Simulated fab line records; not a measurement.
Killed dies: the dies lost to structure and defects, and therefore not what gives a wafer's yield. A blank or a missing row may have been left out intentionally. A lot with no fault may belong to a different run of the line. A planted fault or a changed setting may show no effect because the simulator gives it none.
fab line records	flow nand-harc
record lots=24	wafers=72	last-day=33
route steps=1302 shown A_CONTACT@1093 A_BLC@1126 A_M0@1163
lots untouched by any fault: they come from a run of this same line in which no faults occurred
start-h: the number of hours between the record's first day and the start of the first shown wafer of the lot	wait-h: hours from the lot's prior step to this one	" unchanged from the row above	L1.1+2: several wafers, shown together as one row	- no value present, or no start provided	* or withheld: withheld	< > ~ a bound
route shown NAME@n: names a module that has steps shown in the file, with the first one's number in the route	usual: mean/standard deviation taken from wafers without a fault	same: alike in all rows	chamber/n: place in a boat	sites: the reading at each site	_std_site: their standard deviation	_edge_site: outer sites' mean less inner sites'	radius-mm: how far each site lies from the wafer's centre	mask NAME#n: copy n	behind: the most recent tool/chamber to have shaped the wafer	hold: why the lot was held/for how many hours/how that ended	device: transistor that didn't switch, given as n, p or np	end of line: the tests these same wafers got at the end of their route	a step with no rows: only its recipe	killed: dies that structure and defects cost at the first sort, which is not the same as the wafer's yield	map: a wafer's dies, marking killed ones x, the rest . and places with no die _
set.NAME: the setting the step ran with; set.NAME@STEP: the setting that earlier step ran with	model.NAME: the simulator's own value behind a step, which no gauge read
the route's steps for a sample of lots (tables are steps, rows are wafers)
services: from which hour (start-h, from the record's first day; less than 0 if before it) a tool's chamber was out of use, for how many hours, and why
## steps
# step NHARC_A_CONTACT_ETCH_98
# recipe target-depth-a=200	over-etch-frac=0.5	time-s=10	ion-energy-ev=250	c4f6-flow-sccm=25	o2-flow-sccm=20	ar-flow-sccm=500	rf-w=600	bias-w=500	chemistry=C4F6/O2
# usual drypump-motor-current-A=5.7/0.52	oes-product-au=0.955/0.02	rf-vpp-V=547.3/2.4	showerhead-plenum-p-Torr=3.95/0.12	throttle-valve-pct=26.903/0.0093
lot.wafer	tool	chamber	start-h	wait-h	drypump-motor-current-A	oes-product-au	rf-hours-counter-h	rf-vpp-V	showerhead-plenum-p-Torr	throttle-valve-pct
L074.2	rie-diel-13	2	-	-	4.9	0.931	28	545.9	3.83	26.898
L074.1	"	3	"	"	5.3	0.943	29	549.8	4.10	26.904
L074.5	"	1	"	"	6.1	0.935	-	546.5	3.91	26.900
L077.3	rie-diel-08	3	-	-	5.8	0.957	55	551.2	4.17	26.886
L077.2	"	0	"	"	6.2	0.954	50	548.2	3.95	26.897
L077.5	"	3	"	"	5.8	0.950	-	550.1	4.17	26.911
L076.3	rie-diel-04	1	-	-	5.9	0.948	52	546.2	3.86	26.921
L076.4	"	3	"	"	6.2	0.930	52	547.1	3.93	26.902
L076.5	"	0	"	"	6.2	0.944	-	552.5	4.19	26.899
L075.2	rie-diel-13	2	535.25	0.1	4.9	0.963	2	545.8	3.83	26.898
L075.4	"	1	"	"	6.1	0.959	-	546.6	3.91	26.903
L075.5	"	2	"	"	4.9	0.957	-	545.1	3.83	26.909
L078.2	rie-diel-04	1	550.49	0.1	6.0	0.975	2	545.5	3.85	26.906
L078.1	"	3	"	"	6.2	0.961	2	547.2	3.93	26.916
L078.5	"	0	"	"	6.2	0.955	-	551.2	4.19	26.896
L079.1	rie-diel-13	3	-	-	5.3	0.947	6	549.2	4.09	26.909
L079.3	"	0	"	"	6.1	0.954	5	547.7	3.96	26.903
L079.4	"	1	"	"	6.1	0.955	7	546.2	3.90	26.913
L081.2	rie-diel-13	3	571.68	0.3	5.3	0.999	9	549.5	4.09	26.906
L081.3	"	0	"	"	6.1	1.010	8	546.9	3.96	26.902
L081.1	"	2	"	"	4.9	0.990	12	544.7	3.82	26.915
L080.3	rie-diel-13	3	572.86	0.1	5.3	0.943	9	549.2	4.09	26.905
L080.5	"	2	"	"	4.9	0.949	-	545.3	3.82	26.897
L080.6	"	3	"	"	5.3	0.940	-	549.3	4.09	26.899
L083.2	rie-diel-13	2	-	-	4.8	0.933	14	542.8	3.82	26.908
L083.4	"	3	"	"	5.3	0.932	12	549.4	4.09	26.915
L083.6	"	1	"	"	6.1	0.949	-	545.4	3.90	26.900
L082.4	rie-diel-08	2	-	-	5.6	0.987	12	547.3	3.91	26.910
L082.3	"	1	"	"	5.9	0.982	12	551.7	4.15	26.893
L082.5	"	3	"	"	5.8	1.000	-	551.5	4.15	26.903
L084.2	rie-diel-04	0	-	-	6.2	0.951	21	551.3	4.18	26.896
L084.4	"	1	"	"	5.9	0.958	20	544.7	3.84	26.900
L084.6	"	0	"	"	6.2	0.949	-	551.9	4.18	26.916
L085.4	rie-diel-13	2	-	-	4.9	0.951	17	543.6	3.82	26.898
L085.6	"	3	"	"	5.3	0.937	-	550.4	4.09	26.892
L085.5	"	0	"	"	6.1	0.951	-	547.5	3.95	26.902
L086.4	rie-diel-13	1	-	-	6.1	0.923	17	546.3	3.90	26.891
L086.3	"	2	"	"	4.9	0.953	22	545.9	3.81	26.904
L086.6	"	3	"	"	5.3	0.939	-	550.9	4.09	26.907
L087.2	rie-diel-13	3	-	-	5.3	0.927	18	550.3	4.09	26.900
L087.5	"	0	"	"	6.2	0.956	-	547.8	3.95	26.906
L087.6	"	1	"	"	6.2	0.952	-	545.5	3.90	26.902
L089.1	rie-diel-13	1	-	-	6.1	0.942	21	544.8	3.90	26.891
L089.3	"	2	"	"	4.9	0.942	27	544.9	3.81	26.914
L089.6	"	2	"	"	4.9	0.936	-	545.4	3.81	26.898
L088.4	rie-diel-13	1	-	-	6.1	0.945	21	546.1	3.90	26.902
L088.1	"	3	"	"	5.3	0.915	24	549.4	4.08	26.896
L088.5	"	0	"	"	6.2	0.955	-	548.2	3.95	26.909
L091.2	rie-diel-13	3	-	-	5.3	0.944	25	550.0	4.08	26.901
L091.3	"	1	"	"	6.1	0.936	22	546.5	3.90	26.920
L091.6	"	3	"	"	5.3	0.934	-	551.5	4.08	26.892
L092.3	rie-diel-13	2	-	-	4.9	0.955	28	544.9	3.81	26.901
L092.1	"	3	"	"	5.3	0.926	25	550.2	4.08	26.902
L092.6	"	3	"	"	5.3	0.930	-	549.9	4.08	26.903
L090.4	rie-diel-13	1	-	-	6.1	0.943	23	547.0	3.89	26.912
L090.3	"	3	"	"	5.3	0.946	25	548.9	4.08	26.898
L090.5	"	0	"	"	6.1	0.945	-	548.1	3.95	26.902
L093.3	rie-diel-08	0	-	-	6.3	0.930	50	545.6	3.91	26.903
L093.4	"	2	"	"	5.6	0.937	46	547.2	3.89	26.900
L093.5	"	0	"	"	6.2	0.940	-	545.8	3.91	26.916
L094.1	rie-diel-13	3	-	-	5.3	1.003	0	550.5	4.08	26.900
L094.2	"	0	"	"	6.2	1.006	0	548.7	3.95	26.901
L094.5	"	2	"	"	4.9	0.993	-	543.2	3.81	26.891
L095.2	rie-diel-13	2	-	-	4.9	0.967	1	544.4	3.81	26.908
L095.3	"	1	"	"	6.2	0.936	1	545.7	3.89	26.903
L095.5	"	3	"	"	5.3	0.968	-	551.1	4.08	26.905
L097.3	rie-diel-13	2	-	-	4.9	0.943	5	543.8	3.81	26.917
L097.4	"	3	"	"	5.3	0.948	5	549.5	4.08	26.885
L097.6	"	2	"	"	4.9	0.947	-	545.0	3.81	26.904
L096.3	rie-diel-13	3	-	-	5.3	0.956	6	550.3	4.08	26.925
L096.6	"	0	"	"	6.1	0.973	-	547.2	3.94	26.901
L096.5	"	1	"	"	6.2	0.953	-	545.4	3.89	26.893
# step NHARC_A_CONTACT_ALD_18
# recipe target-thk-a=30	pulse-time-s=1	ald-cycles=150	temp-c=450	material=TiN
# usual heater-power-outer-w=696/73	heater-power-w=1111/110	precursor-pulse-height-rel=0.996/0.019
lot.wafer	tool	chamber	start-h	wait-h	heater-power-outer-w	heater-power-w	precursor-pulse-height-rel
L074.1	ald-metal-02	3	512.53	-	643	1149	1.022
L074.2	"	1	"	"	742	1112	0.986
L074.5	"	3	"	"	669	1166	0.999
L077.3	ald-metal-04	1	528.49	-	750	1302	0.981
L077.2	"	2	"	"	632	978	0.995
L077.5	"	1	"	"	740	1288	0.985
L076.4	ald-metal-03	1	531.64	-	643	1062	0.990
L076.3	"	2	"	"	831	1201	1.013
L076.5	"	0	"	"	806	1331	0.994
L075.4	ald-metal-02	2	536.63	-	714	1054	0.981
L075.2	"	3	"	"	667	1131	0.959
L075.5	"	1	"	"	756	1111	1.002
L078.2	ald-metal-02	0	551.71	-	603	1019	0.955
L078.1	"	2	"	"	697	1064	0.977
L078.5	"	1	"	"	739	1114	0.976
L079.4	ald-metal-03	0	553.06	-	777	1263	0.983
L079.3	"	1	"	"	648	1031	1.021
L079.1	"	2	"	"	853	1172	1.008
L081.1	ald-metal-04	2	572.80	-	624	970	0.999
L081.2	"	3	"	"	664	1052	1.013
L081.3	"	1	"	"	742	1286	1.002
L080.3	ald-metal-04	0	574.10	-	736	1153	0.984
L080.6	"	1	"	"	736	1248	1.006
L080.5	"	2	"	"	630	1019	0.981
L083.2	ald-metal-04	3	589.92	-	663	1080	0.976
L083.4	"	2	"	"	643	952	1.000
L083.6	"	3	"	"	653	1048	0.989
L082.4	ald-metal-03	2	590.68	-	852	1236	1.005
L082.3	"	3	"	"	685	1074	0.984
L082.5	"	3	"	"	682	1086	0.958
L084.4	ald-metal-03	0	613.48	-	773	1248	0.997
L084.2	"	2	"	"	839	1214	0.990
L084.6	"	3	"	"	672	1071	1.023
L085.4	ald-metal-04	1	616.61	-	730	1283	0.976
L085.6	"	0	"	"	753	1178	0.995
L085.5	"	1	"	"	765	1287	1.007
L086.3	ald-metal-04	1	640.18	-	717	1251	0.990
L086.6	"	2	"	"	627	989	1.027
L086.4	"	1	"	"	720	1263	0.999
L087.2	ald-metal-02	2	644.59	-	700	1078	0.970
L087.5	"	1	"	"	749	1155	0.994
L087.6	"	2	"	"	690	1051	0.978
L089.1	ald-metal-04	2	665.30	-	595	975	1.017
L089.3	"	0	"	"	726	1135	1.015
L089.6	"	2	"	"	608	978	0.998
L088.4	ald-metal-03	2	668.85	-	855	1231	0.968
L088.1	"	0	"	"	769	1216	1.016
L088.5	"	2	"	"	835	1187	0.975
L091.3	ald-metal-04	3	672.39	-	625	1043	0.991
L091.2	"	0	"	"	712	1143	1.016
L091.6	"	2	"	"	605	1005	0.990
L092.1	ald-metal-02	2	673.46	-	720	1050	1.005
L092.3	"	3	"	"	675	1115	0.997
L092.6	"	0	"	"	567	976	0.989
L090.4	ald-metal-02	0	676.96	-	566	946	1.016
L090.3	"	2	"	"	705	1084	1.026
L090.5	"	0	"	"	572	958	0.969
L093.4	ald-metal-03	1	703.55	-	630	1001	1.023
L093.3	"	0	"	"	774	1236	1.000
L093.5	"	1	"	"	656	1030	0.979
L094.1	ald-metal-03	2	708.90	-	866	1216	0.984
L094.2	"	3	"	"	675	1079	0.999
L094.5	"	1	"	"	639	1051	1.009
L095.2	ald-metal-04	2	717.68	-	600	970	1.005
L095.3	"	3	"	"	647	1045	1.007
L095.5	"	1	"	"	774	1329	0.977
L097.3	ald-metal-04	3	747.50	-	653	1008	1.016
L097.4	"	1	"	"	780	1329	0.977
L097.6	"	0	"	"	719	1175	1.012
L096.3	ald-metal-02	0	749.04	-	584	969	0.995
L096.5	"	0	"	"	570	968	0.994
L096.6	"	1	"	"	754	1168	0.998
# step NHARC_A_BLC_STRIP_21
# recipe o2-flow-sccm=500	ar-flow-sccm=0	bias-w=0	chemistry=O2
# usual drypump-motor-current-A=5.70/0.3	oes-product-au=1.006/0.0084	rf-vpp-V=57.9/0.85	showerhead-plenum-p-Torr=3.54/0.13	throttle-valve-pct=17.037/0.0091
lot.wafer	tool	chamber	start-h	wait-h	drypump-motor-current-A	oes-product-au	rf-hours-counter-h	rf-vpp-V	showerhead-plenum-p-Torr	throttle-valve-pct
L074.1	rie-diel-05	2	516.20	0.1	5.85	1.002	8	57.4	3.33	17.034
L074.2	"	3	"	"	5.46	1.003	8	57.6	3.43	17.026
L074.5	"	2	"	"	5.85	1.018	-	56.9	3.33	17.027
L077.3	rie-diel-05	3	531.83	0.1	5.47	0.998	8	57.4	3.43	17.036
L077.2	"	0	"	"	5.51	0.999	8	57.2	3.45	17.027
L077.5	"	3	"	"	5.46	0.998	-	57.3	3.43	17.037
L076.3	rie-diel-11	2	535.14	0.1	5.23	1.008	9	57.1	3.67	17.039
L076.5	"	0	"	"	5.51	1.002	-	57.7	3.54	17.029
L076.4	"	1	"	"	5.98	1.007	-	58.7	3.69	17.057
L075.4	rie-diel-05	1	539.86	0.1	5.96	1.019	10	57.1	3.43	17.057
L075.2	"	2	"	"	5.84	1.008	9	58.5	3.33	17.037
L075.5	"	3	"	"	5.47	1.001	-	58.8	3.43	17.042
L078.2	rie-diel-11	2	554.91	0.1	5.25	1.013	12	58.8	3.67	17.030
L078.1	"	3	"	"	6.01	1.007	11	57.0	3.69	17.019
L078.5	"	2	"	"	5.24	1.019	-	57.3	3.67	17.048
L079.1	rie-diel-11	3	556.37	0.1	5.98	1.013	11	56.9	3.69	17.022
L079.4	"	0	"	"	5.50	1.007	10	58.2	3.54	17.028
L079.3	"	1	"	"	6.01	1.009	11	57.8	3.69	17.035
L081.2	rie-diel-11	0	576.15	0.1	5.49	1.010	12	58.0	3.53	17.044
L081.1	"	1	"	"	6.02	0.992	13	58.6	3.69	17.049
L081.3	"	3	"	"	5.99	1.010	13	59.1	3.69	17.034
L080.3	rie-diel-11	0	577.38	0.1	5.50	1.017	12	58.3	3.53	17.040
L080.5	"	3	"	"	5.99	1.003	-	57.9	3.69	17.024
L080.6	"	0	"	"	5.50	1.018	-	58.8	3.53	17.047
L083.2	rie-diel-11	3	593.49	0.1	5.98	1.007	13	58.0	3.69	17.023
L083.4	"	0	"	"	5.49	1.005	12	58.4	3.53	17.035
L083.6	"	3	"	"	5.98	0.999	-	59.1	3.69	17.030
L082.4	rie-diel-05	0	594.02	0.1	5.50	1.014	0	57.7	3.45	17.039
L082.3	"	1	"	"	5.98	1.011	0	57.4	3.43	17.022
L082.5	"	0	"	"	5.50	1.011	-	58.3	3.45	17.021
L084.4	rie-diel-05	2	617.13	0.5	5.82	1.006	2	57.2	3.33	17.048
L084.2	"	1	"	"	5.98	1.017	2	58.6	3.42	17.041
L084.6	"	2	"	"	5.84	1.003	-	56.0	3.33	17.037
L085.4	rie-diel-07	3	619.82	0.1	4.94	1.002	42	56.0	3.60	17.033
L085.6	"	0	"	"	6.34	0.992	-	57.6	3.35	17.040
L085.5	"	1	"	"	5.89	0.999	-	58.0	3.45	17.028
L086.4	rie-diel-11	3	643.51	0.1	5.98	1.006	1	58.2	3.69	17.024
L086.3	"	0	"	"	5.50	1.012	1	58.3	3.53	17.047
L086.6	"	0	"	"	5.51	1.016	-	57.2	3.53	17.045
L087.2	rie-diel-05	2	647.79	0.1	5.84	1.002	4	58.0	3.33	17.048
L087.5	"	1	"	"	5.97	1.012	-	59.6	3.42	17.018
L087.6	"	2	"	"	5.86	0.990	-	58.4	3.33	17.050
L089.1	rie-diel-11	0	668.52	0.1	5.51	1.015	3	56.9	3.53	17.031
L089.3	"	1	"	"	5.99	0.998	3	59.2	3.68	17.033
L089.6	"	0	"	"	5.51	1.014	-	57.9	3.53	17.041
L088.1	rie-diel-11	0	672.19	0.1	5.50	1.000	4	57.6	3.53	17.039
L088.4	"	1	"	"	5.97	0.994	3	59.6	3.68	17.037
L088.5	"	0	"	"	5.50	1.004	-	57.3	3.53	17.030
L091.3	rie-diel-05	0	675.70	0.1	5.53	1.002	6	58.2	3.45	17.028
L091.2	"	1	"	"	5.96	0.999	5	56.3	3.42	17.038
L091.6	"	1	"	"	5.97	1.002	-	56.6	3.42	17.038
L092.3	rie-diel-11	3	676.75	0.1	5.99	1.000	4	58.3	3.69	17.027
L092.1	"	1	"	"	5.99	0.992	4	57.6	3.68	17.045
L092.6	"	3	"	"	5.99	0.998	-	58.5	3.69	17.043
L090.3	rie-diel-11	3	680.28	0.1	5.98	1.003	5	58.2	3.69	17.028
L090.4	"	0	"	"	5.50	1.010	4	58.7	3.53	17.026
L090.5	"	2	"	"	5.20	1.001	-	58.7	3.66	17.035
L093.3	rie-diel-05	2	706.87	0.1	5.77	1.003	7	57.1	3.33	17.050
L093.4	"	3	"	"	5.46	1.016	7	57.9	3.43	17.022
L093.5	"	2	"	"	5.83	1.000	-	57.8	3.33	17.033
L094.1	rie-diel-05	3	712.26	0.1	5.48	1.003	8	56.1	3.43	17.035
L094.2	"	2	"	"	5.87	0.987	8	55.5	3.33	17.036
L094.5	"	3	"	"	5.47	1.002	-	57.6	3.43	17.036
L095.3	rie-diel-11	3	720.99	0.1	5.99	1.000	8	59.5	3.68	17.030
L095.2	"	1	"	"	6.00	1.010	7	58.0	3.68	17.029
L095.5	"	3	"	"	5.97	1.014	-	58.4	3.68	17.041
L097.4	rie-diel-11	0	751.61	0.1	5.51	1.008	10	57.6	3.53	17.026
L097.3	"	1	"	"	6.00	1.002	8	58.7	3.68	17.027
L097.6	"	0	"	"	5.49	1.013	-	59.0	3.53	17.024
L096.3	rie-diel-11	3	752.50	0.1	6.03	1.026	11	58.3	3.68	17.041
L096.5	"	0	"	"	5.50	1.012	-	56.6	3.53	17.041
L096.6	"	1	"	"	6.00	1.015	-	58.5	3.68	17.047
# step NHARC_A_BLC_DEGAS_30
# recipe temp-c=300	time-s=60
# usual heater-power-w=446/60
lot.wafer	tool	chamber	start-h	wait-h	heater-power-w
L074.1	pvd-sputter-03	-	516.64	-	433
L074.2	"	-	"	"	538
L074.5	"	-	"	"	432
L077.2	pvd-sputter-02	-	532.25	-	444
L077.3	"	-	"	"	440
L077.5	"	-	"	"	374
L076.4	pvd-sputter-02	-	535.55	-	437
L076.3	"	-	"	"	441
L076.5	"	-	"	"	434
L075.4	pvd-sputter-03	-	540.28	-	420
L075.2	"	-	"	"	543
L075.5	"	-	"	"	404
L078.2	pvd-sputter-03	-	555.32	-	419
L078.1	"	-	"	"	510
L078.5	"	-	"	"	543
L079.3	pvd-sputter-01	-	556.83	-	539
L079.1	"	-	"	"	374
L079.4	"	-	"	"	478
L081.2	pvd-sputter-02	-	576.57	-	445
L081.3	"	-	"	"	379
L081.1	"	-	"	"	425
L080.3	pvd-sputter-03	-	577.81	-	517
L080.6	"	-	"	"	419
L080.5	"	-	"	"	558
L083.2	pvd-sputter-03	-	593.91	-	562
L083.4	"	-	"	"	424
L083.6	"	-	"	"	553
L082.4	pvd-sputter-02	-	594.45	-	447
L082.3	"	-	"	"	437
L082.5	"	-	"	"	451
L084.4	pvd-sputter-02	-	617.55	-	445
L084.2	"	-	"	"	449
L084.6	"	-	"	"	441
L085.4	pvd-sputter-03	-	620.24	-	397
L085.6	"	-	"	"	416
L085.5	"	-	"	"	544
L086.3	pvd-sputter-01	-	643.93	-	562
L086.4	"	-	"	"	398
L086.6	"	-	"	"	398
L087.2	pvd-sputter-03	-	648.23	-	415
L087.5	"	-	"	"	540
L087.6	"	-	"	"	406
L089.3	pvd-sputter-03	-	668.93	-	523
L089.1	"	-	"	"	535
L089.6	"	-	"	"	526
L088.4	pvd-sputter-02	-	672.61	-	371
L088.1	"	-	"	"	429
L088.5	"	-	"	"	436
L091.3	pvd-sputter-01	-	676.11	-	404
L091.2	"	-	"	"	550
L091.6	"	-	"	"	378
L092.1	pvd-sputter-01	-	677.18	-	408
L092.3	"	-	"	"	380
L092.6	"	-	"	"	399
L090.3	pvd-sputter-03	-	680.71	-	519
L090.4	"	-	"	"	558
L090.5	"	-	"	"	527
L093.3	pvd-sputter-02	-	707.30	-	440
L093.4	"	-	"	"	363
L093.5	"	-	"	"	432
L094.2	pvd-sputter-02	-	712.69	-	416
L094.1	"	-	"	"	432
L094.5	"	-	"	"	364
L095.3	pvd-sputter-02	-	721.41	-	444
L095.2	"	-	"	"	360
L095.5	"	-	"	"	454
L097.3	pvd-sputter-02	-	752.03	-	364
L097.4	"	-	"	"	431
L097.6	"	-	"	"	363
L096.3	pvd-sputter-01	-	752.92	-	397
L096.6	"	-	"	"	474
L096.5	"	-	"	"	567
# step NHARC_A_BLC_ALD_23
# recipe target-thk-a=30	pulse-time-s=1	ald-cycles=150	temp-c=450	material=TiN
# usual heater-power-outer-w=684/64	heater-power-w=1092/110	precursor-pulse-height-rel=1.003/0.021
lot.wafer	tool	chamber	start-h	wait-h	heater-power-outer-w	heater-power-w	precursor-pulse-height-rel
L074.1	ald-metal-01	2	516.89	-	551	939	0.987
L074.2	"	0	"	"	668	1068	1.025
L074.5	"	2	"	"	571	926	1.027
L077.3	ald-metal-04	2	532.49	-	630	988	0.991
L077.2	"	3	"	"	649	1047	1.053
L077.5	"	2	"	"	634	950	1.016
L076.4	ald-metal-04	3	535.82	-	671	1079	0.988
L076.3	"	0	"	"	730	1142	1.019
L076.5	"	3	"	"	657	1057	0.986
L075.4	ald-metal-04	1	540.55	-	711	1293	1.005
L075.2	"	2	"	"	613	984	1.009
L075.5	"	0	"	"	727	1126	1.012
L078.1	ald-metal-04	2	555.56	-	626	1000	0.961
L078.2	"	0	"	"	726	1172	1.032
L078.5	"	3	"	"	666	1076	1.014
L079.3	ald-metal-01	2	557.09	-	615	910	1.025
L079.4	"	3	"	"	664	1086	0.991
L079.1	"	0	"	"	666	1120	0.984
L081.2	ald-metal-04	2	576.81	-	619	980	1.002
L081.1	"	0	"	"	746	1159	0.990
L081.3	"	1	"	"	718	1248	1.027
L080.3	ald-metal-01	1	578.10	-	664	1051	1.025
L080.5	"	2	"	"	584	932	1.037
L080.6	"	3	"	"	689	1034	1.001
L083.4	ald-metal-01	1	594.18	-	654	1036	0.972
L083.2	"	3	"	"	696	1058	0.983
L083.6	"	0	"	"	669	1069	1.016
L082.4	ald-metal-04	2	594.67	-	629	1000	1.003
L082.3	"	0	"	"	749	1180	1.000
L082.5	"	3	"	"	661	1067	0.988
L084.4	ald-metal-03	0	617.83	-	768	1243	1.008
L084.2	"	1	"	"	642	1006	1.000
L084.6	"	2	"	"	816	1232	0.994
L085.4	ald-metal-01	0	620.50	-	669	1091	1.007
L085.5	"	2	"	"	597	941	0.968
L085.6	"	3	"	"	694	1062	0.965
L086.3	ald-metal-03	3	644.19	-	690	1083	1.010
L086.4	"	0	"	"	765	1236	0.992
L086.6	"	3	"	"	671	1067	0.960
L087.2	ald-metal-04	2	648.47	-	645	1006	1.009
L087.5	"	1	"	"	719	1255	1.021
L087.6	"	2	"	"	629	980	0.993
L089.3	ald-metal-01	0	669.17	-	661	1114	0.984
L089.1	"	3	"	"	670	1054	0.988
L089.6	"	0	"	"	665	1107	1.041
L088.1	ald-metal-01	3	672.89	-	667	1068	0.993
L088.4	"	0	"	"	674	1132	0.981
L088.5	"	1	"	"	668	1045	0.971
L091.3	ald-metal-03	1	676.37	-	629	1029	0.989
L091.2	"	3	"	"	693	1069	1.013
L091.6	"	1	"	"	652	1030	0.996
L092.1	ald-metal-04	1	677.43	-	802	1331	1.045
L092.3	"	2	"	"	606	966	1.001
L092.6	"	0	"	"	733	1129	0.985
L090.3	ald-metal-03	3	680.97	-	676	1084	0.961
L090.4	"	2	"	"	835	1207	1.009
L090.5	"	3	"	"	678	1071	1.000
L093.4	ald-metal-04	2	707.57	-	605	968	1.004
L093.3	"	3	"	"	623	1024	1.001
L093.5	"	0	"	"	714	1159	1.001
L094.1	ald-metal-04	2	712.97	-	614	970	1.014
L094.2	"	3	"	"	655	1021	0.992
L094.5	"	0	"	"	730	1143	0.980
L095.3	ald-metal-03	1	721.67	-	643	1026	1.010
L095.2	"	3	"	"	691	1080	1.008
L095.5	"	1	"	"	622	1014	1.046
L097.4	ald-metal-01	0	752.31	-	642	1043	1.015
L097.3	"	1	"	"	676	1082	1.003
L097.6	"	3	"	"	670	1034	1.028
L096.3	ald-metal-04	0	753.20	-	718	1122	1.041
L096.6	"	1	"	"	764	1289	1.006
L096.5	"	2	"	"	597	955	0.999
# step NHARC_A_M0_THK_MEAS_24
# recipe thk-meas-gauge=xrf
# usual thk-nm=114.4/1.7
lot.wafer	tool	chamber	start-h	wait-h	thk-nm
L074.1	film-metro-01	-	521.42	-	113.8
L074.2	"	-	"	"	116.0
L074.5	"	-	"	"	115.3
L077.2	film-metro-02	-	536.91	-	112.5
L077.3	"	-	"	"	114.7
L077.5	"	-	"	"	115.7
L076.3	film-metro-01	-	540.39	-	113.9
L076.4	"	-	"	"	114.3
L076.5	"	-	"	"	113.1
L075.2	film-metro-01	-	544.93	-	117.8
L075.4	"	-	"	"	113.7
L075.5	"	-	"	"	115.4
L078.1	film-metro-02	-	560.12	-	116.4
L078.2	"	-	"	"	116.5
L078.5	"	-	"	"	117.3
L079.1	film-metro-02	-	561.60	-	112.6
L079.3	"	-	"	"	111.8
L079.4	"	-	"	"	117.4
L081.1	film-metro-01	-	581.37	-	115.1
L081.2	"	-	"	"	114.5
L081.3	"	-	"	"	112.9
L080.3	film-metro-02	-	582.88	-	111.8
L080.5	"	-	"	"	117.5
L080.6	"	-	"	"	115.1
L083.2	film-metro-01	-	598.85	-	115.6
L083.4	"	-	"	"	112.5
L083.6	"	-	"	"	115.8
L082.3	film-metro-01	-	599.37	-	112.4
L082.4	"	-	"	"	114.4
L082.5	"	-	"	"	114.3
L084.2	film-metro-01	-	622.34	-	111.3
L084.4	"	-	"	"	112.9
L084.6	"	-	"	"	110.9
L085.4	film-metro-02	-	625.00	-	116.5
L085.5	"	-	"	"	113.5
L085.6	"	-	"	"	115.4
L086.3	film-metro-01	-	648.66	-	115.2
L086.4	"	-	"	"	112.3
L086.6	"	-	"	"	113.0
L087.2	film-metro-02	-	652.99	-	111.6
L087.5	"	-	"	"	114.3
L087.6	"	-	"	"	113.3
L089.1	film-metro-02	-	673.75	-	116.7
L089.3	"	-	"	"	115.1
L089.6	"	-	"	"	114.3
L088.1	film-metro-02	-	677.41	-	114.6
L088.4	"	-	"	"	114.7
L088.5	"	-	"	"	114.5
L091.2	film-metro-02	-	680.93	-	118.2
L091.3	"	-	"	"	112.7
L091.6	"	-	"	"	110.9
L092.1	film-metro-02	-	681.97	-	117.4
L092.3	"	-	"	"	114.3
L092.6	"	-	"	"	115.5
L090.3	film-metro-02	-	685.51	-	112.3
L090.4	"	-	"	"	114.7
L090.5	"	-	"	"	114.9
L093.3	film-metro-01	-	712.11	-	115.1
L093.4	"	-	"	"	116.2
L093.5	"	-	"	"	114.2
L094.1	film-metro-02	-	717.38	-	114.4
L094.2	"	-	"	"	114.4
L094.5	"	-	"	"	117.1
L095.2	film-metro-01	-	726.23	-	112.6
L095.3	"	-	"	"	112.0
L095.5	"	-	"	"	111.6
L097.3	film-metro-02	-	757.25	-	117.3
L097.4	"	-	"	"	113.8
L097.6	"	-	"	"	114.0
L096.3	film-metro-02	-	758.19	-	116.1
L096.5	"	-	"	"	112.8
L096.6	"	-	"	"	115.0
## services
tool	chamber	start-h	hours	kind
rie-diel-11	1	487.95	4.5	repair
rie-diel-13	0	497.47	1.3	repair
rie-diel-11	2	505.16	5.1	repair
rie-diel-05	0	511.53	4.4	repair
rie-diel-05	3	516.60	3.3	repair
rie-diel-13	-	519.00	9.0	pm
rie-diel-11	3	533.93	1.6	repair
rie-diel-13	0	533.95	6.5	repair
rie-diel-11	-	541.86	0.1	repair
ald-metal-04	-	555.72	1.0	repair
rie-diel-13	1	565.20	13.9	repair
ald-metal-03	-	568.00	10.0	pm
rie-diel-11	-	601.62	17.9	repair
rie-diel-11	-	619.54	9.0	pm
pvd-sputter-02	-	638.00	10.0	pm
ald-metal-04	3	640.09	4.5	repair
ald-metal-04	-	652.00	10.0	pm
pvd-sputter-02	-	686.22	13.7	repair
ald-metal-03	2	692.03	5.1	repair
rie-diel-13	-	696.00	9.0	pm
pvd-sputter-02	-	727.93	2.2	repair
rie-diel-11	1	741.32	8.9	repair
ald-metal-03	-	746.00	10.0	pm
ald-metal-04	-	748.35	2.4	repair
## key
fault none
